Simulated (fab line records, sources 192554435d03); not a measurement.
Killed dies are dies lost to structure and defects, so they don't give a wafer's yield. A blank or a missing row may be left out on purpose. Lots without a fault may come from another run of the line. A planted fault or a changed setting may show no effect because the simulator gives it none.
Chamber matching | flow n5_finfet | N5_BEOL_M8_STRIP_19 on rie_diel-05: 4 sister chambers
The step strips in O2. 16 wafers are shown with their chamber, then 8 later ones without.

WAFERS WITH THEIR CHAMBER
wafer  | chamber | drypump_motor_current_A (A) | throttle_valve_pct (%) | oes_product_au (a.u.)
L074.3 | 1       | 4.8                         | 17.20                  | 0.67
L074.4 | 3       | 5.6                         | 16.67                  | 0.68
L074.6 | 1       | 4.8                         | 17.19                  | 0.67
L076.1 | 3       | 5.6                         | 16.67                  | 0.68
L076.4 | 1       | 4.7                         | 17.20                  | 0.68
L076.6 | 1       | 4.7                         | 17.20                  | 0.67
L077.3 | 3       | 5.7                         | 16.71                  | 0.67
L077.4 | 2       | 5.9                         | 16.79                  | 0.69
L077.6 | 2       | 5.9                         | 16.78                  | 0.68
L079.1 | 1       | 4.7                         | 17.22                  | 0.66
L079.4 | 2       | 5.9                         | 16.81                  | 0.67
L079.6 | 1       | 4.7                         | 17.23                  | 0.66
L078.2 | 1       | 4.7                         | 17.17                  | 0.66
L078.3 | 0       | 6.4                         | 16.79                  | 0.74
L078.6 | 1       | 4.7                         | 17.19                  | 0.67
L084.1 | 0       | 6.4                         | 16.80                  | 0.73

SIGNATURES (means of the wafers above)
reading                 | chamber 0 | chamber 1 | chamber 2 | chamber 3 | scatter within a chamber
drypump_motor_current_A | 6.400     | 4.725     | 5.900     | 5.633     | 0.0425
throttle_valve_pct      | 16.7950   | 17.2000   | 16.7933   | 16.6833   | 0.0182
oes_product_au          | 0.7350    | 0.6675    | 0.6800    | 0.6767    | 0.00745
Rule: a wafer's distance from a chamber is the root of the sum, over the readings, of the square of ((its reading less the chamber's mean) divided by the reading's scatter). The wafer belongs to the nearest chamber; if the next one is less than 2 further off, it can't be placed. The scatter: the root of (the sum of the squares of (reading less its chamber's mean) over the shown wafers, divided by (wafers less chambers)).

WAFERS WITHOUT THEIR CHAMBER
wafer  | drypump_motor_current_A (A) | throttle_valve_pct (%) | oes_product_au (a.u.)
L084.4 | 5.6                         | 16.23                  | 0.97
L084.6 | 5.9                         | 16.81                  | 0.68
L091.1 | 6.4                         | 16.87                  | 0.71
L091.2 | 4.7                         | 16.70                  | 0.98
L091.4 | 5.6                         | 16.29                  | 0.89
L094.3 | 6.4                         | 16.87                  | 0.72
L094.4 | 4.7                         | 16.73                  | 0.96
L094.6 | 5.6                         | 16.30                  | 0.88

WHICH CHAMBER EACH WENT THROUGH
wafer  | from the rows above     | in truth
L084.4 | can't be placed: 3 or 0 | 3
L084.6 | 2                       | 2
L091.1 | 0                       | 0
L091.2 | 3                       | 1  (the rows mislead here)
L091.4 | 3                       | 3
L094.3 | 0                       | 0
L094.4 | 3                       | 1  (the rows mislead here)
L094.6 | 3                       | 3
Placed correctly: 5 of 8. Can't be placed from these rows: 1 (the true chamber is among the candidates in 1). Placed wrongly: 2.
